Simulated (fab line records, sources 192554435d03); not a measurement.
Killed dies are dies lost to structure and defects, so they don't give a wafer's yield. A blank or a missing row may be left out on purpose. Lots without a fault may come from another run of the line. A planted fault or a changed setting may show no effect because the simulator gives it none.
Tool commonality check | flow n5_finfet | 8 lots, 24 wafers sampled

WHY IT WAS OPENED
At N5_STI_FIN_REVEAL_INSPECT_13 the reading raw_defect_count is flagged on 2 of 8 lots. Wafers without a fault read 12, standard deviation 5.2.
Rule: a lot is flagged when every wafer of it that has a number lies more than 4 standard deviations from that mean, or none has a number. The other lots count as sound.

lot  | measured    | on                | raw_defect_count, wafer by wafer | flag
L871 | day 2 13:32 | defect_inspect-01 | 10 16 7                          |
L872 | day 2 20:01 | defect_inspect-01 | 8 14 21                          |
L877 | day 4 01:01 | defect_inspect-02 | 7 6 17                           |
L879 | day 4 16:55 | defect_inspect-01 | 14 10 16                         |
L884 | day 5 20:23 | defect_inspect-01 | 1411 1401 1323                   | FLAGGED
L885 | day 6 01:58 | defect_inspect-02 | 1385 1382 1335                   | FLAGGED
L891 | day 7 14:29 | defect_inspect-01 | 8 14 20                          |
L893 | day 8 00:38 | defect_inspect-02 | 12 11 5                          |
The numbers of the flagged lots are 1373 on average: +1361 against the usual, or +99 or more standard deviations.

WHICH TOOL RAN EACH LOT
The record holds 4 process steps before the reading, out of a route of 1938 steps. In each cell: the tool, then ch and the chambers that the sampled wafers went through, then the start.
lot  | flag    | N5_FIN_CUT_ETCH_20                | N5_STI_FIN_REVEAL_CMP_04     | N5_STI_FIN_REVEAL_ETCHBACK_08     | N5_STI_FIN_REVEAL_PRECLEAN_32
L871 |         | rie_diel-05 ch 0,1,3, day 2 03:40 | cmp-02 ch 2,3, day 2 09:45   | rie_diel-03 ch 0,1,3, day 2 10:27 | remote_plasma-01 ch 1, day 2 13:01
L872 |         | rie_diel-02 ch 0,1,2, day 2 09:42 | cmp-02 ch 0,1,2, day 2 16:22 | rie_diel-03 ch 0,3, day 2 16:58   | remote_plasma-02 ch 1, day 2 19:29
L877 |         | rie_diel-02 ch 0,1,2, day 3 14:59 | cmp-03 ch 1,2,3, day 3 21:21 | rie_diel-06 ch 0,2, day 3 21:53   | remote_plasma-02 ch 1, day 4 00:28
L879 |         | rie_diel-02 ch 0,1, day 4 06:50   | cmp-02 ch 0,1, day 4 12:53   | rie_diel-01 ch 2,3, day 4 13:51   | remote_plasma-02 ch 1, day 4 16:23
L884 | FLAGGED | rie_diel-04 ch 0,2,3, day 5 10:40 | cmp-01 ch 0,2,3, day 5 16:44 | rie_diel-06 ch 1,3, day 5 17:13   | remote_plasma-02 ch 0, day 5 19:53
L885 | FLAGGED | rie_diel-05 ch 0,1,2, day 5 16:08 | cmp-03 ch 1,2,3, day 5 22:11 | rie_diel-03 ch 0,3, day 5 22:56   | remote_plasma-02 ch 1, day 6 01:27
L891 |         | rie_diel-02 ch 1,2, day 7 02:57   | cmp-02 ch 0,1,2, day 7 10:23 | rie_diel-03 ch 0,1,2, day 7 11:11 | remote_plasma-01 ch 0, day 7 13:54
L893 |         | rie_diel-05 ch 1,3, day 7 14:49   | cmp-02 ch 0,1,2, day 7 20:59 | rie_diel-03 ch 0,1,3, day 7 21:29 | remote_plasma-01 ch 1, day 8 00:06
What these steps do:
- N5_FIN_CUT_ETCH_20: etches SiARC in CF4, target depth 26 nm, time 43.3 s.
- N5_STI_FIN_REVEAL_CMP_04: polishes, stops on Si3N4, t overpolish 4 s, target thk 131.83 nm.
- N5_STI_FIN_REVEAL_ETCHBACK_08: etches SiO2 in C4F6/O2, target depth 30.5 nm, time 10.167 s.
- N5_STI_FIN_REVEAL_PRECLEAN_32: cleans in NF3:NH3, afs cycles 1, time 20 s, sublimation time 60 s.
- N5_STI_FIN_REVEAL_INSPECT_13: inspects for defects (darkfield).

FLAGGED OVER TOTAL, TOOL BY TOOL (the gauges that took the reading come last)
step                          | tool              | lots run | flagged | share of the flagged lots | sound lots run after its first flagged lot
N5_FIN_CUT_ETCH_20            | rie_diel-02       | 4        | 0       | none                      | -
N5_FIN_CUT_ETCH_20            | rie_diel-04       | 1        | 1       | some                      | 0
N5_FIN_CUT_ETCH_20            | rie_diel-05       | 3        | 1       | some                      | 1 (L893)
N5_STI_FIN_REVEAL_CMP_04      | cmp-01            | 1        | 1       | some                      | 0
N5_STI_FIN_REVEAL_CMP_04      | cmp-02            | 5        | 0       | none                      | -
N5_STI_FIN_REVEAL_CMP_04      | cmp-03            | 2        | 1       | some                      | 0
N5_STI_FIN_REVEAL_ETCHBACK_08 | rie_diel-01       | 1        | 0       | none                      | -
N5_STI_FIN_REVEAL_ETCHBACK_08 | rie_diel-03       | 5        | 1       | some                      | 2 (L891,L893)
N5_STI_FIN_REVEAL_ETCHBACK_08 | rie_diel-06       | 2        | 1       | some                      | 0
N5_STI_FIN_REVEAL_PRECLEAN_32 | remote_plasma-01  | 3        | 0       | none                      | -
N5_STI_FIN_REVEAL_PRECLEAN_32 | remote_plasma-02  | 5        | 2       | all                       | 0
N5_STI_FIN_REVEAL_INSPECT_13  | defect_inspect-01 | 5        | 1       | some                      | 1 (L891)
N5_STI_FIN_REVEAL_INSPECT_13  | defect_inspect-02 | 3        | 1       | some                      | 1 (L893)

WHAT THE TABLE ALLOWS
1 row of the table ran every flagged lot: remote_plasma-02 at N5_STI_FIN_REVEAL_PRECLEAN_32.
- remote_plasma-02 at N5_STI_FIN_REVEAL_PRECLEAN_32: 2 of its 5 lots flagged. Its last sound lot is L879 (day 4 16:23), its first flagged lot L884 (day 5 19:53): a fault that began between those two fits.
One tool is left: remote_plasma-02 at N5_STI_FIN_REVEAL_PRECLEAN_32.

WHAT THE SIMULATOR HAD PUT IN
Chamber particle source: remote_plasma-02, from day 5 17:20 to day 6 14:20, at N5_STI_FIN_REVEAL_PRECLEAN_32. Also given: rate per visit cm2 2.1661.
Lots struck among those shown: L884, L885. The rule above found the same.
